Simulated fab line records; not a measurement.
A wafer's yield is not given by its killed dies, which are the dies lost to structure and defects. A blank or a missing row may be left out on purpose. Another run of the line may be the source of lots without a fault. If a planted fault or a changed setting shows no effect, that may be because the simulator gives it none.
fab line records | flow n5-finfet | part 2 of 2: steps 25 to 31 of 31
record lots=5 wafers=15 last-day=17
route steps=1938 shown BEOL_M11@1545
lots that met no fault: taken from a fault-free run of the same line
start-h: start of the lot's first displayed wafer, in hours after the record's first day | wait-h: hours from the lot's prior step to this one | " same as the row above | L1.1+2: several wafers, shown together as one row | - no value, or no start was given | * or withheld: withheld | < > ~ a bound
route shown NAME@n: a module of which the file shows steps, and the number in the route of the first | usual: average and standard deviation across the fault-free wafers | same: alike in all rows | chamber/n: place in a boat | sites: readings site by site | _std_site: how widely they spread, as a standard deviation | _edge_site: inner sites' mean taken away from outer sites' mean | radius-mm: for every site, how far away it sits from the centre of the wafer | mask NAME#n: copy n | behind: the last tool/chamber to shape the wafer | hold: why the lot was held/for how many hours/how that ended | device: the n, p or np transistor that did not switch | end of line: at the end of the route, the tests of the same wafers | for a step that has no rows: nothing shown but its recipe | killed: at the first sort, the dies lost to defects and structure; wafer yield is something else | map: per-die view of a wafer (x killed, . not killed, _ where there is no die)
set.NAME: the setting as run; set.NAME@STEP: as run at that earlier step | model.NAME: the simulator's own value behind a step, which no gauge read
a table for each step, a row for each wafer; lots at some steps of the route
services: a tool's chamber out of use, with start hour (start-h, from the record's first day; less than 0 if before it), hours out, and reason
## steps
# step N5_BEOL_M11_OVL_MEAS_29
# recipe points-per-wafer=44
# usual V10_OVL=0.3/0.71
# columns lot.wafer tool chamber start-h wait-h V10_OVL[nm]
L074.1 overlay-02 0 242.98 0.0 1.3
L074.3 " 0 " " 1.6
L074.4 " 0 " " 1.5
L076.1 overlay-01 0 254.63 0.0 0.5
L076.2 " 0 " " 0.3
L076.4 " 0 " " 1.4
L079.2 overlay-01 0 261.49 0.0 0.5
L079.3 " 0 " " -0.3
L079.6 " 0 " " 0.5
L088.1 overlay-01 0 327.23 0.0 0.6
L088.4 " 0 " " 0.8
L088.5 " 0 " " 1.5
L091.1 overlay-01 0 351.10 0.0 0.2
L091.3 " 0 " " 0.1
L091.5 " 0 " " -0.6
# step N5_BEOL_M11_INSPECT_30
# recipe mode=adi inspect-instrument=brightfield
# usual raw-defect-count=468/120
# columns lot.wafer tool chamber start-h wait-h raw-defect-count
L074.1 defect-inspect-02 - 243.00 0.0 782
L074.3 " - " " 1132
L074.4 " - " " 639
L076.1 defect-inspect-02 - 254.65 0.0 402
L076.2 " - " " 537
L076.4 " - " " 431
L079.2 defect-inspect-02 - 261.52 0.0 415
L079.3 " - " " 408
L079.6 " - " " 507
L088.1 defect-inspect-02 - 327.26 0.0 489
L088.4 " - " " 518
L088.5 " - " " 520
L091.1 defect-inspect-02 - 351.12 0.0 687
L091.3 " - " " 392
L091.5 " - " " 466
# step N5_BEOL_M11_DESCUM_33
# recipe chemistry=O2 time-s=7.9 source-power-w=50 bias-power-w=20 pressure-mtorr=20 rf-frequency-hz=2.712e+07 temp-c=40 resist=CAR-ArF o2-flow-sccm=225
# usual drypump-motor-current-A=5.7/0.48 oes-product-au=0.79/0.1 rf-vpp-V=242.7/1.3 showerhead-plenum-p-Torr=2.07/0.067 throttle-valve-pct=20.3/0.3
# columns lot.wafer tool chamber start-h wait-h drypump-motor-current-A oes-product-au rf-hours-counter-h rf-vpp-V showerhead-plenum-p-Torr throttle-valve-pct
L074.1 rie-diel-03 1 243.04 0.0 6.3 0.67 242 243.5 2.14 20.2
L074.3 " 3 " " 5.8 0.76 113 243.2 2.10 20.2
L074.4 " 1 " " 6.3 0.69 - 243.2 2.14 20.2
L076.1 rie-diel-04 1 254.69 0.0 5.3 0.80 105 242.4 2.02 20.1
L076.2 " 2 " " 5.2 0.73 171 242.1 2.10 20.2
L076.4 " 3 " " 6.2 0.72 225 243.4 2.04 20.2
L079.2 rie-diel-04 3 261.55 0.0 6.2 0.72 227 244.4 2.04 20.2
L079.3 " 2 " " 5.2 0.73 172 241.4 2.10 20.2
L079.6 " 1 " " 5.3 0.80 - 242.4 2.02 20.1
L088.1 rie-diel-03 1 327.43 0.2 6.3 0.91 15 242.6 2.13 19.8
L088.4 " 2 " " 5.6 0.69 - 241.4 2.08 20.9
L088.5 " 1 " " 6.3 0.90 - 243.8 2.13 19.8
L091.1 rie-diel-04 2 351.30 0.2 5.2 0.70 200 244.3 2.09 20.2
L091.3 " 0 " " 5.9 0.71 180 240.4 1.91 20.5
L091.5 " 1 " " 5.3 0.77 - 243.0 2.01 20.1
# step N5_BEOL_M11_ETCH_65
# recipe chemistry=CF4 target=SiARC target-depth-a=390 mask-material=CAR-ArF time-s=65 ion-energy-ev=80 pressure-mtorr=40 source-w=545 bias-w=36 Ar_flow_sccm=100 cf4-flow-sccm=100 ends=cleared
# usual drypump-motor-current-A=5.7/0.48 etch-rf-on-time-s=65.3/1.1 oes-product-au=0.67/0.086 rf-vpp-V=183.7/1.1 showerhead-plenum-p-Torr=2.11/0.064 throttle-valve-pct=15.48/0.26
# columns lot.wafer tool chamber start-h wait-h drypump-motor-current-A etch-rf-on-time-s oes-product-au rf-hours-counter-h rf-vpp-V showerhead-plenum-p-Torr throttle-valve-pct
L074.1 rie-diel-03 1 243.07 0.0 6.3 65.6 0.59 242 185.5 2.19 15.48
L074.3 " 3 " " 5.8 64.5 0.65 113 183.3 2.15 15.40
L074.4 " 1 " " 6.3 64.4 0.59 - 183.9 2.19 15.47
L076.1 rie-diel-04 1 254.72 0.0 5.3 66.0 0.69 105 182.9 2.06 15.24
L076.2 " 2 " " 5.2 67.0 0.62 171 185.9 2.13 15.29
L076.4 " 3 " " 6.2 65.5 0.60 225 184.3 2.12 15.66
L079.2 rie-diel-04 3 261.58 0.0 6.2 64.8 0.61 227 184.0 2.12 15.68
L079.3 " 2 " " 5.2 66.6 0.62 172 183.6 2.13 15.29
L079.6 " 1 " " 5.3 65.8 0.69 - 183.1 2.06 15.25
L088.1 rie-diel-03 1 327.46 0.0 6.3 64.3 0.78 15 183.9 2.19 15.03
L088.4 " 2 " " 5.6 65.4 0.59 - 182.9 2.11 15.92
L088.5 " 1 " " 6.3 63.8 0.79 - 183.9 2.19 15.03
L091.1 rie-diel-04 2 351.33 0.0 5.2 66.8 0.60 200 183.7 2.12 15.35
L091.3 " 0 " " 5.9 65.6 0.61 180 182.0 1.96 15.68
L091.5 " 1 " " 5.3 65.9 0.66 - 183.0 2.06 15.32
# step N5_BEOL_M11_ETCH_66
# recipe chemistry=N2/H2 target=SOC target-depth-a=1200 overetch-a=240 mask-material=SiARC temp-c=40 time-s=180 ion-energy-ev=200 pressure-mtorr=30 source-w=840 bias-w=150 n2-flow-sccm=200 h2-flow-sccm=200
# usual drypump-motor-current-A=5.7/0.48 oes-product-au=0.64/0.076 rf-vpp-V=523.0/2.2 showerhead-plenum-p-Torr=2.51/0.077 throttle-valve-pct=17.70/0.27
# columns lot.wafer tool chamber start-h wait-h drypump-motor-current-A oes-product-au rf-hours-counter-h rf-vpp-V showerhead-plenum-p-Torr throttle-valve-pct
L074.1 rie-diel-03 1 243.12 0.0 6.3 0.55 242 526.5 2.61 17.59
L074.3 " 3 " " 5.8 0.62 113 526.1 2.57 17.74
L074.4 " 1 " " 6.3 0.56 - 525.8 2.61 17.58
L076.1 rie-diel-04 1 254.77 0.0 5.3 0.65 106 522.0 2.46 17.56
L076.2 " 2 " " 5.2 0.59 171 524.7 2.53 17.55
L076.4 " 3 " " 6.3 0.58 225 523.3 2.50 17.79
L079.2 rie-diel-04 3 261.63 0.0 6.3 0.57 227 522.6 2.50 17.77
L079.3 " 2 " " 5.2 0.59 172 522.6 2.53 17.55
L079.6 " 1 " " 5.3 0.65 - 522.5 2.46 17.57
L088.1 rie-diel-03 1 327.51 0.0 6.3 0.74 15 524.8 2.60 17.21
L088.4 " 2 " " 5.6 0.58 - 525.0 2.48 18.07
L088.5 " 1 " " 6.3 0.74 - 525.7 2.60 17.22
L091.1 rie-diel-04 2 351.38 0.0 5.2 0.58 200 523.1 2.52 17.61
L091.3 " 0 " " 5.9 0.58 180 518.3 2.34 17.95
L091.5 " 1 " " 5.3 0.63 - 521.6 2.44 17.61
# step N5_BEOL_M11_STRIP_69
# recipe chemistry=N2/H2 temp-c=40 n2-flow-sccm=200 h2-flow-sccm=200 rf-frequency-hz=6e+07
# columns lot.wafer tool chamber start-h wait-h
L074.1+3+4 rie-diel-03 1,3,1 243.23 0.1
L076.1+2+4 rie-diel-04 1,2,3 254.88 0.1
L079.2+3+6 rie-diel-04 3,2,1 261.75 0.1
L088.1+4+5 rie-diel-03 1,2,1 327.63 0.1
L091.1+3+5 rie-diel-04 2,0,1 351.50 0.1
# step N5_BEOL_M11_VIA_ETCH_34
# recipe chemistry=C4F6/O2 target=SiCOH_lowk target-depth-a=1845 mask-material=SOC taper-deg=4 time-s=69.2 ion-energy-ev=250 pressure-mtorr=30 source-w=345 bias-w=185 Ar_flow_sccm=300 C4F6_flow_sccm=10 O2_flow_sccm=10
# usual drypump-motor-current-A=5.7/0.48 oes-product-au=0.79/0.1 rf-vpp-V=667/12 showerhead-plenum-p-Torr=2.81/0.087 throttle-valve-pct=20.75/0.27
# columns lot.wafer tool chamber start-h wait-h drypump-motor-current-A oes-product-au rf-hours-counter-h rf-vpp-V showerhead-plenum-p-Torr throttle-valve-pct
L074.1 rie-diel-03 1 243.24 0.0 6.3 0.69 242 678 2.91 20.62
L074.3 " 3 " " 5.8 0.76 114 667 2.86 20.66
L074.4 " 1 " " 6.3 0.68 - 677 2.91 20.63
L076.1 rie-diel-04 1 254.89 0.0 5.3 0.81 106 682 2.74 20.44
L076.2 " 2 " " 5.2 0.73 171 669 2.84 20.57
L076.4 " 3 " " 6.3 0.71 226 666 2.82 20.93
L079.2 rie-diel-04 3 261.76 0.0 6.3 0.71 227 666 2.82 20.94
L079.3 " 2 " " 5.2 0.72 172 669 2.84 20.56
L079.6 " 1 " " 5.3 0.81 - 682 2.74 20.45
L088.1 rie-diel-03 1 327.64 0.0 6.3 0.91 15 678 2.90 20.30
L088.4 " 2 " " 5.6 0.70 - 673 2.80 21.18
L088.5 " 1 " " 6.3 0.91 - 677 2.90 20.31
L091.1 rie-diel-04 2 351.51 0.0 5.2 0.70 200 668 2.83 20.60
L091.3 " 0 " " 5.9 0.71 180 641 2.60 20.84
L091.5 " 1 " " 5.3 0.79 - 683 2.72 20.53
## services
# columns tool chamber start-h hours kind
rie-metal-03 0 219.50 2.8 repair
arfi-scanner-03 - 220.95 1.3 pm
rie-diel-02 0 238.33 5.8 repair
rie-diel-03 0 241.10 - clean
rie-diel-03 0 241.10 - consumable-replace:focus-ring
rie-diel-03 0 241.10 13.3 scheduled-down
rie-diel-03 0 241.10 13.3 vent-cycle
arfi-scanner-03 - 250.08 3.9 pm
rie-diel-03 1 264.73 - clean
rie-diel-03 1 264.73 - consumable-replace:focus-ring
rie-diel-03 1 264.73 16.1 scheduled-down
rie-diel-03 1 264.73 16.1 vent-cycle
rie-diel-03 - 271.55 14.6 pm
arfi-scanner-01 - 273.27 1.0 pm
arfi-scanner-02 - 278.21 0.8 pm
arfi-scanner-01 - 285.29 1.3 pm
arfi-scanner-02 - 295.26 1.3 pm
arfi-scanner-03 - 302.16 0.8 pm
arfi-scanner-01 - 303.84 0.8 pm
arfi-scanner-02 - 307.73 3.0 repair
rie-diel-03 0 318.78 21.1 repair
rie-diel-04 0 319.25 5.6 repair
rie-diel-03 2 339.96 - clean
arfi-scanner-03 - 346.45 1.3 pm
